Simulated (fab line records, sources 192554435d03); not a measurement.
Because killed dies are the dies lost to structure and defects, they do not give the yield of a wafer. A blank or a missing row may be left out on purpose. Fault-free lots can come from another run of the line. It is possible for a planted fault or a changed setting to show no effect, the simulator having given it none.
fab line records ; flow n5_finfet
record lots=4; wafers=12; last_day=17
route steps=1938 shown MOL_CONTACT_COAG@569 BEOL_M4@1111 PASSIVATION@1936
lots that met no fault: from a run of the same line without faults
start_h: hours from the record's opening day to when the first of the lot's shown wafers began ; wait_h: hours elapsed since this lot's preceding step ; " the same as in the row above ; L1.1+2: a single row standing in for several wafers ; - value missing, or start not given ; * or withheld: withheld ; < > ~ a bound
route shown NAME@n: NAME is a module with steps in the file, n the number in the route of the first one ; usual: the fault-free wafers' mean and standard deviation ; same: alike in all rows ; chamber/n: place in a boat ; sites: the reading at each site ; _std_site: the standard deviation of these ; _edge_site: outer sites' mean less inner sites' ; radius_mm: for every site, how far away it sits from the centre of the wafer ; mask NAME#n: copy n ; behind: the tool/chamber that last shaped the wafer ; hold: what put the lot on hold/how long, in hours/how the hold closed ; device: which transistor (n, p or np) failed to switch ; end of line: the same wafers' tests at the end of the route ; a step without rows: its recipe alone ; killed: dies lost to structure and defects at the first sort, not the wafer's yield ; map: shows each die of a wafer: x if killed, . if not, _ if none is there
set.NAME: the setting as run; set.NAME@STEP: as run at that earlier step ; model.NAME: the simulator's own value behind a step, which no gauge read
a table for each step, a row for each wafer; lots at some steps of the route
services: a tool's chamber out of use, with start hour (start_h, from the record's first day; less than 0 if before it), hours out, and reason
## steps
# step N5_MOL_CONTACT_COAG_SOFTBAKE_79
# recipe temp_c=110; time_s=60; resist=CAR-EUV
# step N5_MOL_CONTACT_COAG_EXPOSE_81
# recipe mask_id=VG; na=0.33; source_shape=annular; sigma_inner=0.3; sigma_outer=0.7; polarization=unpolarized; defocus_nm=0; dose_mj=59.5
# step N5_MOL_CONTACT_COAG_PEB_82
# recipe peb_temp_c=100; peb_time_s=60; resist=CAR-EUV
# step N5_MOL_CONTACT_COAG_DEVELOP_83
# recipe develop_time_s=30; developer=TMAH; resist=CAR-EUV; rinse_liquid=surfactant_rinse; dry=air_spin; dev_temp_c=23
# step N5_MOL_CONTACT_COAG_DESCUM_88
# recipe chemistry=O2; time_s=7; source_power_w=50; bias_power_w=20; pressure_mtorr=20; rf_frequency_hz=2.712e+07; temp_c=40; resist=CAR-EUV; o2_flow_sccm=225
# step N5_MOL_CONTACT_COAG_ETCH_89
# recipe chemistry=N2/H2; target=underlayer; target_depth_a=130; mask_material=CAR-EUV; time_s=10.4; ion_energy_ev=200; pressure_mtorr=30; source_w=840; bias_w=150; n2_flow_sccm=200; h2_flow_sccm=200; ends=cleared
# step N5_MOL_CONTACT_COAG_ETCH_90
# recipe chemistry=CF4; target=SiARC; target_depth_a=130; mask_material=CAR-EUV; time_s=21.7; ion_energy_ev=80; pressure_mtorr=40; source_w=545; bias_w=36; Ar_flow_sccm=100; cf4_flow_sccm=100; ends=cleared
# step N5_MOL_CONTACT_COAG_ALD_131
# recipe material=SiO2; target_thk_a=50; temp_c=100; ald_precursor_family=BDEAS; ald_co_reactant=O2-plasma; pulse_time_s=1; co_reactant_pulse_time_s=1; purge_time_s=2; co_reactant_purge_time_s=2; ald_cycles=35; pressure_torr=2
# step N5_MOL_CONTACT_COAG_ETCHBACK_132
# recipe chemistry=CHF3; target=SiO2; target_depth_a=100; time_s=6.7; ion_energy_ev=200; pressure_mtorr=30; source_w=610; bias_w=170; Ar_flow_sccm=200; CHF3_flow_sccm=50
# step N5_MOL_CONTACT_COAG_ETCH_91
# recipe chemistry=N2/H2; target=SOC; target_depth_a=600; overetch_a=210; mask_material=SiARC; temp_c=40; time_s=101.2; ion_energy_ev=200; pressure_mtorr=30; source_w=840; bias_w=150; n2_flow_sccm=200; h2_flow_sccm=200
# usual bias_w=150.0/0.47; chamber_pressure_mTorr=29.997/0.027; drypump_motor_current_A=5.6/0.49; oes_product_au=0.69/0.051; rf_vpp_V=524.5/2.7; showerhead_plenum_p_Torr=2.57/0.097; throttle_valve_pct=17.73/0.18
lot.wafer;tool;chamber;start_h;wait_h;bias_w;chamber_pressure_mTorr;drypump_motor_current_A;oes_product_au;rf_hours_counter_h;rf_vpp_V;showerhead_plenum_p_Torr;throttle_valve_pct;model.CAR-EUV_of_MOL_CONTACT_COAG_COAT_78.thk_nm;model.underlayer_of_MOL_CONTACT_COAG_COAT_77.thk_nm;model.SiARC_of_MOL_CONTACT_COAG_COAT_76.thk_nm
L522.1;rie_diel-02;2;117.91;0.0;149.9;29.984;5.8;0.69;57;527.4;2.70;17.69;0;0;6
L522.3;rie_diel-02;0;117.91;0.0;150.1;29.962;5.8;0.75;19;526.4;2.62;17.52;0;0;5.8
L522.6;rie_diel-02;2;117.91;0.0;150.0;29.975;5.8;0.71;-;527.2;2.70;17.71;0;0;6
L532.1;rie_diel-02;0;177.61;0.0;-;-;-;-;-;-;-;-;15.4;10;10
L532.2;rie_diel-02;2;177.61;0.0;-;-;-;-;-;-;-;-;15.4;10;10
L532.5;rie_diel-02;0;177.61;0.0;-;-;-;-;-;-;-;-;15.4;10;10
L533.1;rie_diel-02;2;184.39;0.0;-;-;-;-;-;-;-;-;15.6;10;10
L533.2;rie_diel-02;3;184.39;0.0;-;-;-;-;-;-;-;-;15.6;10;10
L533.4;rie_diel-02;1;184.39;0.0;-;-;-;-;-;-;-;-;15.4;10;10
L542.2;rie_diel-02;1;235.82;0.0;150.0;30.007;5.6;0.68;83;524.3;2.57;17.51;0;0;5.8
L542.4;rie_diel-02;0;235.82;0.0;151.1;29.976;5.8;0.69;64;526.1;2.60;17.57;0;0;5.8
L542.6;rie_diel-02;3;235.82;0.0;150.0;29.991;4.7;0.67;-;522.5;2.45;17.78;0;0;6
# step N5_MOL_CONTACT_COAG_STRIP_92
# recipe chemistry=N2/H2; temp_c=40; n2_flow_sccm=200; h2_flow_sccm=200; rf_frequency_hz=6e+07
# step N5_MOL_CONTACT_COAG_STRIP_93
# recipe chemistry=N2/H2; temp_c=40; n2_flow_sccm=200; h2_flow_sccm=200; rf_frequency_hz=6e+07
# step N5_MOL_CONTACT_COAG_ETCHBACK_135
# recipe chemistry=CHF3; target=SiO2; target_depth_a=250; time_s=16.7; ion_energy_ev=200; pressure_mtorr=30; source_w=610; bias_w=170; Ar_flow_sccm=200; CHF3_flow_sccm=50
# step N5_MOL_CONTACT_COAG_STRIP_118
# recipe chemistry=CHF3; resist=SiARC; rf_frequency_hz=6e+07
# step N5_MOL_CONTACT_COAG_VIA_ETCH_46
# recipe chemistry=C4F6/O2; target_depth_a=460; overetch_a=92; mask_material=SOC; target=SiO2; bias_w=455; pressure_mtorr=10; time_s=40; source_w=325; Ar_flow_sccm=300; C4F6_flow_sccm=10; O2_flow_sccm=10; ion_energy_ev=575.3; ends=end_point
# usual C4F6_flow_sccm=9.999/0.03; O2_flow_sccm=10.002/0.029; chamber_pressure_mTorr=10.000/0.0092; drypump_motor_current_A=5.6/0.49; oes_product_au=0.73/0.054; rf_vpp_V=1581/14; showerhead_plenum_p_Torr=2.86/0.1; throttle_valve_pct=40.69/0.25
lot.wafer;tool;chamber;start_h;wait_h;C4F6_flow_sccm;O2_flow_sccm;chamber_pressure_mTorr;drypump_motor_current_A;oes_product_au;rf_hours_counter_h;rf_vpp_V;showerhead_plenum_p_Torr;throttle_valve_pct
L522.1;rie_diel-02;2;118.03;0.0;10.020;10.000;9.993;5.8;0.75;57;1563;2.99;40.81
L522.3;rie_diel-02;0;118.03;0.0;9.987;10.024;9.996;5.8;0.80;19;1573;2.91;40.67
L522.6;rie_diel-02;2;118.03;0.0;10.052;10.044;9.986;5.8;0.75;-;1560;2.99;40.82
L532.1;rie_diel-02;0;177.73;0.0;9.967;10.070;9.994;5.9;0.32;42;1573;2.90;40.27
L532.2;rie_diel-02;2;177.73;0.0;9.967;9.999;9.999;5.7;0.31;82;1561;2.98;40.41
L532.5;rie_diel-02;0;177.73;0.0;9.953;10.018;9.997;5.9;0.32;-;1570;2.90;40.25
L533.1;rie_diel-02;2;184.52;0.0;10.021;10.004;10.000;5.7;0.30;84;1561;2.98;40.40
L533.2;rie_diel-02;3;184.52;0.0;9.978;9.970;10.013;4.8;0.31;76;1581;2.74;40.04
L533.4;rie_diel-02;1;184.52;0.0;9.993;9.952;9.990;5.6;0.31;65;1578;2.86;40.12
L542.2;rie_diel-02;1;235.95;0.0;10.017;9.990;10.005;5.6;0.72;83;1579;2.85;40.56
L542.4;rie_diel-02;0;235.95;0.0;9.980;9.974;9.984;5.8;0.74;64;1571;2.89;40.70
L542.6;rie_diel-02;3;235.95;0.0;9.993;10.009;9.994;4.7;0.71;-;1580;2.73;40.47
# step N5_MOL_CONTACT_COAG_STRIP_96
# recipe chemistry=N2/H2; power_w=500; temp_c=40; pressure_mtorr=50; rf_frequency_hz=6e+07; overash_fraction=0.3; bias_power_w=28; h2_frac=0.5; n2_flow_sccm=300; h2_flow_sccm=300
# step N5_MOL_CONTACT_COAG_ETCH_47
# recipe chemistry=CH3F/O2; target=SiNx; target_depth_a=270; mask_material=SiO2; stop_on=W; over_etch_frac=0.2; ion_energy_ev=120; endpoint=OES-CN; pressure_mtorr=30; source_w=395; bias_w=73; Ar_flow_sccm=150; CH3F_flow_sccm=30; O2_flow_sccm=20; ends=end_point
# usual CH3F_flow_sccm=30.00/0.081; O2_flow_sccm=19.99/0.054; chamber_pressure_mTorr=29.999/0.027; drypump_motor_current_A=5.6/0.49; etch_rf_on_time_s=31.1/0.39; oes_product_au=0.74/0.056; rf_vpp_V=296.2/2.9; showerhead_plenum_p_Torr=2.01/0.075; throttle_valve_pct=16.26/0.19
lot.wafer;tool;chamber;start_h;wait_h;CH3F_flow_sccm;O2_flow_sccm;chamber_pressure_mTorr;drypump_motor_current_A;etch_rf_on_time_s;oes_product_au;rf_hours_counter_h;rf_vpp_V;showerhead_plenum_p_Torr;throttle_valve_pct;model.etch.over_etch_s
L522.1;rie_diel-02;2;118.14;0.0;29.86;20.02;29.938;5.7;31.1;0.75;58;292.1;2.11;16.13;5.183
L522.3;rie_diel-02;0;118.14;0.0;29.92;19.93;30.025;5.8;31.0;0.80;19;296.3;2.05;16.01;5.16
L522.6;rie_diel-02;2;118.14;0.0;29.86;20.06;29.991;5.7;31.4;0.75;-;293.0;2.11;16.16;5.237
L532.1;rie_diel-02;0;177.84;0.0;29.90;20.00;30.023;5.8;50.8;0.33;42;294.2;2.04;16.01;0
L532.2;rie_diel-02;2;177.84;0.0;29.83;20.02;30.011;5.7;50.8;0.30;82;292.6;2.11;16.11;0
L532.5;rie_diel-02;0;177.84;0.0;29.95;19.88;29.994;5.8;50.8;0.33;-;295.1;2.04;16.02;0
L533.1;rie_diel-02;2;184.62;0.0;30.17;19.94;29.965;5.8;50.8;0.30;84;292.8;2.11;16.14;0
L533.2;rie_diel-02;3;184.62;0.0;30.02;20.02;29.978;4.7;50.8;0.31;76;296.5;1.93;16.35;0
L533.4;rie_diel-02;1;184.62;0.0;30.02;19.99;30.008;5.6;50.8;0.31;65;296.9;2.01;15.98;0
L542.2;rie_diel-02;1;236.05;0.0;29.95;19.99;30.024;5.6;31.2;0.72;83;295.4;2.01;16.05;5.192
L542.4;rie_diel-02;0;236.05;0.0;29.98;20.01;29.967;5.8;31.0;0.75;64;294.5;2.04;16.09;5.164
L542.6;rie_diel-02;3;236.05;0.0;29.94;19.92;30.000;4.7;31.6;0.71;-;296.8;1.92;16.42;5.257
# step N5_MOL_CONTACT_COAG_STRIP_119
# recipe chemistry=N2/H2; time_s=30; power_w=1000; temp_c=250; pressure_mtorr=withheld; n2_flow_sccm=1750; h2_flow_sccm=3250
# step N5_MOL_CONTACT_COAG_PRECLEAN_144
# recipe chemistry=alkaline_clean; temp_c=60; time_s=60; do_ppb=50
# step N5_MOL_CONTACT_COAG_SRD_145
# recipe dry=ipa_marangoni; time_s=30; temp_c=23; rinse_liquid=diw
# step N5_MOL_CONTACT_COAG_CD_MEAS_137
# recipe target_cd_nm=16
# usual cd_nm=15.8/0.34
lot.wafer;tool;chamber;start_h;wait_h;cd_nm
L522.1;cd_sem-02;-;118.37;0.0;16.3
L522.3;cd_sem-02;-;118.37;0.0;16.2
L522.6;cd_sem-02;-;118.37;0.0;15.9
L532.1;cd_sem-01;-;178.07;0.0;-
L532.2;cd_sem-01;-;178.07;0.0;-
L532.5;cd_sem-01;-;178.07;0.0;-
L533.1;cd_sem-03;-;184.85;0.0;-
L533.2;cd_sem-03;-;184.85;0.0;-
L533.4;cd_sem-03;-;184.85;0.0;-
L542.2;cd_sem-02;-;236.28;0.0;15.7
L542.4;cd_sem-02;-;236.28;0.0;14.7
L542.6;cd_sem-02;-;236.28;0.0;15.7
# step N5_MOL_CONTACT_COAG_COAT_62
# recipe resist=SOC; temp_c=250; time_s=60; spin_rpm=1500; resist_thk_nm=60
# step N5_BEOL_M4_RC_MEAS_101
# usual DIBL_N=36.1/1.5; DIBL_P=36.1/1.9; IOFF_N=0.159/0.029; IOFF_P=0.21/0.038; ION_N=675/11; ION_P=464/8.1; SS_N=71.5/0.57; SS_P=73.3/0.64; VT_N=249/3.1; VT_P=-250/3.8
lot.wafer;tool;chamber;start_h;wait_h;DIBL_N[mV/V];DIBL_P[mV/V];IOFF_N[nA/um];IOFF_P[nA/um];ION_N[uA/um];ION_P[uA/um];SS_N[mV/dec];SS_P[mV/dec];VT_N[mV];VT_P[mV]
L522.1;prober-01;0;177.38;0.0;39.6;37.8;0.197;0.25;674;466;72.4;73.6;247;-246
L522.3;prober-01;0;177.38;0.0;38.7;38.8;0.193;0.27;679;469;71.7;73.3;247;-245
L522.6;prober-01;0;177.38;0.0;35.5;33.8;0.126;0.18;653;450;71.8;72.7;254;-250
L542.2;prober-01;0;321.60;0.2;36.2;37.9;0.192;0.27;679;475;71.6;74.0;246;-244
L542.4;prober-01;0;321.60;0.2;34.7;35.0;0.153;0.21;683;473;71.3;73.3;249;-250
L542.6;prober-01;0;321.60;0.2;36.2;36.5;0.183;0.23;682;463;71.3;74.1;248;-248
# step N5_PASSIVATION_PROBE_49
# usual defect_limited_yield=91.5/1.6; killed_at_M0_to_M3=33/10; killed_at_M4_up=13/5.6; killed_at_contacts=13/6; killed_at_front_end=39/12; killed_at_other=3.0/2.8; killed_dies=101/19; killed_on_rim=13/4; killed_open=65/13; killed_short=32/8.3; sort_bin_5_function=5.0/1; sort_bin_6_memory=3.1/0.69; sort_n_pass=1079/19; sort_yield_pct=91.5/1.6
# same gross_dies=1180; killed_at_back_side=0; sort_bin_4_leakage[%]=0; sort_bin_8_speed[%]=0
lot.wafer;tool;chamber;start_h;wait_h;defect_limited_yield[%];killed_at_M0_to_M3;killed_at_M4_up;killed_at_contacts;killed_at_front_end;killed_at_other;killed_dies;killed_on_rim;killed_open;killed_short;sort_bin_5_function[%];sort_bin_6_memory[%];sort_n_pass;sort_yield_pct[%]
L532.1;prober-02;-;353.76;0.0;0;25;17;1077;60;1;1180;152;69;43;95.8;3.7;0;0
L532.2;prober-02;-;353.81;0.1;0;36;5;1101;37;1;1180;152;57;32;97.0;2.6;0;0
L532.5;prober-02;-;353.96;0.2;0;20;7;1102;44;7;1180;152;58;27;96.6;3.2;0;0
L533.1;prober-01;-;355.45;0.0;0;31;4;1110;34;1;1180;152;64;23;96.9;3.0;0;0
L533.2;prober-01;-;355.50;0.1;0;15;10;1110;42;3;1180;152;56;29;97.1;2.6;0;0
L533.4;prober-01;-;355.60;0.2;0;30;15;1115;17;3;1180;152;59;27;97.5;2.3;0;0
# killed by level:class
L532.1 MOL_CONTACT_COAG:area_etch=1067 FIN_SAQP:geometric_particle:short=15 FIN_SAQP:geometric_particle:open=9 BEOL_M4:geometric_particle:open=9 MOL_CONTACT_COAG:geometric_particle:open=8 DUMMY_GATE:geometric_particle:open=7 GATE_CUT:geometric_particle:short=7 BEOL_M2:geometric_particle:open=6
L532.2 MOL_CONTACT_COAG:area_etch=1091 BEOL_M2:geometric_particle:open=11 FIN_SAQP:geometric_particle:open=10 GATE_CUT:geometric_particle:short=7 MOL_CONTACT_COAG:geometric_particle:open=7 BEOL_M3:geometric_particle:open=7 FIN_SAQP:geometric_particle:short=6 BEOL_M1:geometric_particle:open=6
L532.5 MOL_CONTACT_COAG:area_etch=1095 FIN_SAQP:geometric_particle:open=12 FIN_SAQP:geometric_particle:short=11 BEOL_M2:geometric_particle:open=9 GATE_CUT:geometric_particle:short=7 GATE_CUT:geometric_particle:open=7 BEOL_M4:geometric_particle:open=6 MOL_CONTACT_COAG:geometric_particle:open=5
L533.1 MOL_CONTACT_COAG:area_etch=1093 MOL_CONTACT_COAG:geometric_particle:open=14 FIN_SAQP:geometric_particle:open=10 FIN_SAQP:geometric_particle:short=8 BEOL_M1:geometric_particle:open=8 BEOL_M3:geometric_particle:open=7 BEOL_M0_SAQP:geometric_particle:open=6 BEOL_M2:geometric_particle:open=5
L533.2 MOL_CONTACT_COAG:area_etch=1095 MOL_CONTACT_COAG:geometric_particle:open=11 FIN_SAQP:geometric_particle:open=10 GATE_CUT:geometric_particle:short=6 FIN_SAQP:geometric_particle:short=5 BEOL_M4:geometric_particle:open=5 GATE_CUT:geometric_particle:open=4 MOL_CONTACT_COAG:geometric_particle:short=4
L533.4 MOL_CONTACT_COAG:area_etch=1094 MOL_CONTACT_COAG:geometric_particle:open=17 BEOL_M3:geometric_particle:open=10 BEOL_M0_SAQP:geometric_particle:open=5 BEOL_M4:geometric_particle:open=5 MOL_CONTACT_COAG:geometric_particle:short=4 DUMMY_GATE:geometric_particle:open=3 BEOL_M0_SAQP:geometric_particle:short=3
# map L532.1 (x killed, . not)
_________________xxxxxxxxxxxx________________
______________xxxxxxxxxxxxxxxxxx_____________
___________xxxxxxxxxxxxxxxxxxxxxxxx__________
__________xxxxxxxxxxxxxxxxxxxxxxxxxx_________
________xxxxxxxxxxxxxxxxxxxxxxxxxxxxxx_______
_______xxxxxxxxxxxxxxxxxxxxxxxxxxxxxxxx______
______xxxxxxxxxxxxxxxxxxxxxxxxxxxxxxxxxx_____
_____xxxxxxxxxxxxxxxxxxxxxxxxxxxxxxxxxxxx____
____xxxxxxxxxxxxxxxxxxxxxxxxxxxxxxxxxxxxxx___
___xxxxxxxxxxxxxxxxxxxxxxxxxxxxxxxxxxxxxxxx__
___xxxxxxxxxxxxxxxxxxxxxxxxxxxxxxxxxxxxxxxx__
__xxxxxxxxxxxxxxxxxxxxxxxxxxxxxxxxxxxxxxxxxx_
__xxxxxxxxxxxxxxxxxxxxxxxxxxxxxxxxxxxxxxxxxx_
_xxxxxxxxxxxxxxxxxxxxxxxxxxxxxxxxxxxxxxxxxxxx
_xxxxxxxxxxxxxxxxxxxxxxxxxxxxxxxxxxxxxxxxxxxx
_xxxxxxxxxxxxxxxxxxxxxxxxxxxxxxxxxxxxxxxxxxxx
_xxxxxxxxxxxxxxxxxxxxxxxxxxxxxxxxxxxxxxxxxxxx
_xxxxxxxxxxxxxxxxxxxxxxxxxxxxxxxxxxxxxxxxxxxx
_xxxxxxxxxxxxxxxxxxxxxxxxxxxxxxxxxxxxxxxxxxxx
_xxxxxxxxxxxxxxxxxxxxxxxxxxxxxxxxxxxxxxxxxxxx
_xxxxxxxxxxxxxxxxxxxxxxxxxxxxxxxxxxxxxxxxxxxx
__xxxxxxxxxxxxxxxxxxxxxxxxxxxxxxxxxxxxxxxxxx_
__xxxxxxxxxxxxxxxxxxxxxxxxxxxxxxxxxxxxxxxxxx_
___xxxxxxxxxxxxxxxxxxxxxxxxxxxxxxxxxxxxxxxx__
___xxxxxxxxxxxxxxxxxxxxxxxxxxxxxxxxxxxxxxxx__
____xxxxxxxxxxxxxxxxxxxxxxxxxxxxxxxxxxxxxx___
_____xxxxxxxxxxxxxxxxxxxxxxxxxxxxxxxxxxxx____
______xxxxxxxxxxxxxxxxxxxxxxxxxxxxxxxxxx_____
_______xxxxxxxxxxxxxxxxxxxxxxxxxxxxxxxx______
________xxxxxxxxxxxxxxxxxxxxxxxxxxxxxx_______
__________xxxxxxxxxxxxxxxxxxxxxxxxxx_________
___________xxxxxxxxxxxxxxxxxxxxxxxx__________
______________xxxxxxxxxxxxxxxxxx_____________
_________________xxxxxxxxxxxx________________
# map L533.1 (x killed, . not)
_________________xxxxxxxxxxxx________________
______________xxxxxxxxxxxxxxxxxx_____________
___________xxxxxxxxxxxxxxxxxxxxxxxx__________
__________xxxxxxxxxxxxxxxxxxxxxxxxxx_________
________xxxxxxxxxxxxxxxxxxxxxxxxxxxxxx_______
_______xxxxxxxxxxxxxxxxxxxxxxxxxxxxxxxx______
______xxxxxxxxxxxxxxxxxxxxxxxxxxxxxxxxxx_____
_____xxxxxxxxxxxxxxxxxxxxxxxxxxxxxxxxxxxx____
____xxxxxxxxxxxxxxxxxxxxxxxxxxxxxxxxxxxxxx___
___xxxxxxxxxxxxxxxxxxxxxxxxxxxxxxxxxxxxxxxx__
___xxxxxxxxxxxxxxxxxxxxxxxxxxxxxxxxxxxxxxxx__
__xxxxxxxxxxxxxxxxxxxxxxxxxxxxxxxxxxxxxxxxxx_
__xxxxxxxxxxxxxxxxxxxxxxxxxxxxxxxxxxxxxxxxxx_
_xxxxxxxxxxxxxxxxxxxxxxxxxxxxxxxxxxxxxxxxxxxx
_xxxxxxxxxxxxxxxxxxxxxxxxxxxxxxxxxxxxxxxxxxxx
_xxxxxxxxxxxxxxxxxxxxxxxxxxxxxxxxxxxxxxxxxxxx
_xxxxxxxxxxxxxxxxxxxxxxxxxxxxxxxxxxxxxxxxxxxx
_xxxxxxxxxxxxxxxxxxxxxxxxxxxxxxxxxxxxxxxxxxxx
_xxxxxxxxxxxxxxxxxxxxxxxxxxxxxxxxxxxxxxxxxxxx
_xxxxxxxxxxxxxxxxxxxxxxxxxxxxxxxxxxxxxxxxxxxx
_xxxxxxxxxxxxxxxxxxxxxxxxxxxxxxxxxxxxxxxxxxxx
__xxxxxxxxxxxxxxxxxxxxxxxxxxxxxxxxxxxxxxxxxx_
__xxxxxxxxxxxxxxxxxxxxxxxxxxxxxxxxxxxxxxxxxx_
___xxxxxxxxxxxxxxxxxxxxxxxxxxxxxxxxxxxxxxxx__
___xxxxxxxxxxxxxxxxxxxxxxxxxxxxxxxxxxxxxxxx__
____xxxxxxxxxxxxxxxxxxxxxxxxxxxxxxxxxxxxxx___
_____xxxxxxxxxxxxxxxxxxxxxxxxxxxxxxxxxxxx____
______xxxxxxxxxxxxxxxxxxxxxxxxxxxxxxxxxx_____
_______xxxxxxxxxxxxxxxxxxxxxxxxxxxxxxxx______
________xxxxxxxxxxxxxxxxxxxxxxxxxxxxxx_______
__________xxxxxxxxxxxxxxxxxxxxxxxxxx_________
___________xxxxxxxxxxxxxxxxxxxxxxxx__________
______________xxxxxxxxxxxxxxxxxx_____________
_________________xxxxxxxxxxxx________________
## services
tool;chamber;start_h;hours;kind
rie_diel-02;0;145.20;4.2;repair
## key
first_sign step=N5_MOL_CONTACT_COAG_ETCH_91; reading=tool_record; direction=missing
effect step=N5_MOL_CONTACT_COAG_VIA_ETCH_46; reading=oes_product_au; direction=down; sigmas=7.7; usual=0.73; struck=0.31
effect step=N5_MOL_CONTACT_COAG_ETCH_47; reading=etch_rf_on_time_s; direction=up; sigmas=51; usual=*; struck=*
effect step=N5_MOL_CONTACT_COAG_CD_MEAS_137; reading=cd_nm; direction=missing
effect step=N5_PASSIVATION_PROBE_49; reading=killed_at_contacts; direction=up; sigmas=99+; usual=13; struck=1102
model_effect step=N5_MOL_CONTACT_COAG_ETCH_91; value=CAR-EUV_of_MOL_CONTACT_COAG_COAT_78.thk_nm; without=0; struck=15.47
model_effect step=N5_MOL_CONTACT_COAG_ETCH_47; value=etch.over_etch_s; without=5.163; struck=0
more_kills_born_at N5_MOL_CONTACT_COAG_ETCH_91@rie_diel-02=6535
met_at N5_MOL_CONTACT_COAG_ETCH_91
struck_wafers L532.1,L532.2,L532.5,L533.1,L533.2,L533.4
later_rows_left_out L532.1,L532.2,L532.5,L533.1,L533.2,L533.4
onset_between 117.91 177.61
fault kind=skipped_step_whole; tool=rie_diel-02; chamber=-; onset_h=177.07; steps=N5_MOL_CONTACT_COAG_ETCH_91; scope=struck_lots_only
# later_rows_left_out: the simulator's readings of these wafers behind a module that went badly wrong aren't trusted and aren't shown, but for the sort
